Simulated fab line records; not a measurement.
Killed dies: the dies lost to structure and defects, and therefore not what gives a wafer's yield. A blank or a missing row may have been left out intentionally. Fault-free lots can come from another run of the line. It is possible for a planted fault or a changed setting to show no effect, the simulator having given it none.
Split-lot trial	flow n5 finfet	7 lots, 39 wafers read, on a route of 1938 steps

== THE SPLIT ==
At N5_BEOL_M0_SAQP_ETCH_107 (etches SiNx in CH3F/O2, target depth 30 nm), the setting target depth a was moved away from the recipe's 300 angstrom on 18 of the 39 wafers read, by -43.4% to +55.7%. The other wafers ran this setting at the recipe's value.

The split's own step is where the reading is taken.

== THE READING ==
BEOL_M0_SAQP.feature depth nm (the simulator's own value, which no gauge read), in nm, at N5_BEOL_M0_SAQP_ETCH_107 (etches SiNx in CH3F/O2, target depth 30 nm). No usual value for it is given in the file. Here, 21 wafers ran the recipe; their average is 30.3 nm with a standard deviation of 0.65 nm.

wafer	tool, chamber at the split	target depth a as run, angstrom	against the recipe	BEOL_M0_SAQP.feature depth nm, nm	against lot-mates on the recipe
L077.1	rie diel-03, 2	417.7	+39.2%	43	+12.3
L077.2	rie diel-03, 3,2	300	recipe	30.6	-
L077.5	rie diel-03, 3,2	300	recipe	30.6	-
L077.3	rie diel-03, 0	417.7	+39.2%	45	+14.3
L077.4	rie diel-03, 1	417.7	+39.2%	42	+11.3
L077.6	rie diel-03, 3	300	recipe	30.8	-
L080.1	rie diel-06, 2	300	recipe	29.4	-
L080.2	rie diel-06, 3	467.2	+55.7%	46.8	+16.9
L080.3	rie diel-06, 0	300	recipe	30.2	-
L080.4	rie diel-06, 1	467.2	+55.7%	45.6	+15.7
L080.5	rie diel-06, 2	467.2	+55.7%	46	+16.1
L080.6	rie diel-06, 3	300	recipe	30	-
L085.1	rie diel-03, 3,1	224.4	-25.2%	22.8	-8.3
L085.3	rie diel-03, 3,1	224.4	-25.2%	22.8	-8.3
L085.2	rie diel-03, 0	224.4	-25.2%	24.4	-6.7
L085.4	rie diel-03, 0	300	recipe	32.8	-
L085.5	rie diel-03, 1	300	recipe	30	-
L085.6	rie diel-03, 3	300	recipe	30.6	-
L089.1	rie diel-02, 1	300	recipe	30.6	-
L089.2	rie diel-02, 0	300	recipe	29.8	-
L089.6	rie diel-02, 2	300	recipe	30.2	-
L091.1	rie diel-02, 3	442.6	+47.5%	44	+14.1
L091.2	rie diel-02, 2	442.6	+47.5%	44.8	+14.9
L091.3	rie diel-02, 0	300	recipe	29.6	-
L091.4	rie diel-02, 2	300	recipe	30.2	-
L091.5	rie diel-02, 0	442.6	+47.5%	43.4	+13.5
L091.6	rie diel-02, 3	300	recipe	30	-
L092.1	rie diel-03, 1	169.8	-43.4%	17.2	-13.1
L092.2	rie diel-03, 0	169.8	-43.4%	18.6	-11.7
L092.3	rie diel-03, 3	300	recipe	30.2	-
L092.6	rie diel-03, 3	300	recipe	30.2	-
L092.4	rie diel-03, 2	300	recipe	30.6	-
L092.5	rie diel-03, 0	169.8	-43.4%	18.4	-11.9
L097.1	rie diel-02, 3	300	recipe	30.2	-
L097.2	rie diel-02, 2	190.5	-36.5%	19	-11.1
L097.3	rie diel-02, 1,3	300	recipe	30	-
L097.6	rie diel-02, 1,3	300	recipe	30	-
L097.4	rie diel-02, 0	190.5	-36.5%	19.6	-10.5
L097.5	rie diel-02, 2	190.5	-36.5%	19.2	-10.9
Rows listing several chambers each stand for several wafers; the file does not say which wafer went through which chamber.

FIT RESULTS
A straight line over all 39 wafers: BEOL_M0_SAQP.feature depth nm changes by +0.293 nm for each +1% of target depth a; r = +1.00; the points scatter about the line by 0.86 nm.
The same after taking each lot's own level away (the mean of its wafers on the recipe; 39 wafers): +0.297 nm for each +1%; r = +1.00; scatter 0.72 nm.
That fit puts the effect of the largest move of target depth a on the reading at 17 nm.
Measured against the standard deviation above, the lots' own levels, which go from 29.87 to 31.13 nm, span 1.9 times it.
Hence the lot-to-lot level has little effect on the slope; both slopes agree.
Check: with one of the wafers moved furthest among these (+55.7%) left out of the fit, the line predicts +16.6 nm for it against its lot-mates. Against them it came out at +16.9 nm.

== OTHER SPLITS APPLIED TO THESE WAFERS ==
These wafers also went through other splits before the reading. Each is held against what the fit with the lots' levels taken away leaves over:
other split on the same wafers	wafers away from the commonest value	r with BEOL_M0_SAQP.feature depth nm (lot level and that fit taken away)
N5_ZERO_LAYER_PECVD_02 time s	18	-0.02
N5_PMOS_HMC_CHANNEL_EPI_HM_DEP_34 time s	9	+0.01
N5_SD_EPI_P_DEVELOP_08 develop time s	18	-0.29
N5_SDB_ALD_29 ald cycles	9	-0.01

== FILE'S OWN FIT ==
BEOL_M0_SAQP.feature depth nm changes by +0.297 nm for each +1% of target depth a, r = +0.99.
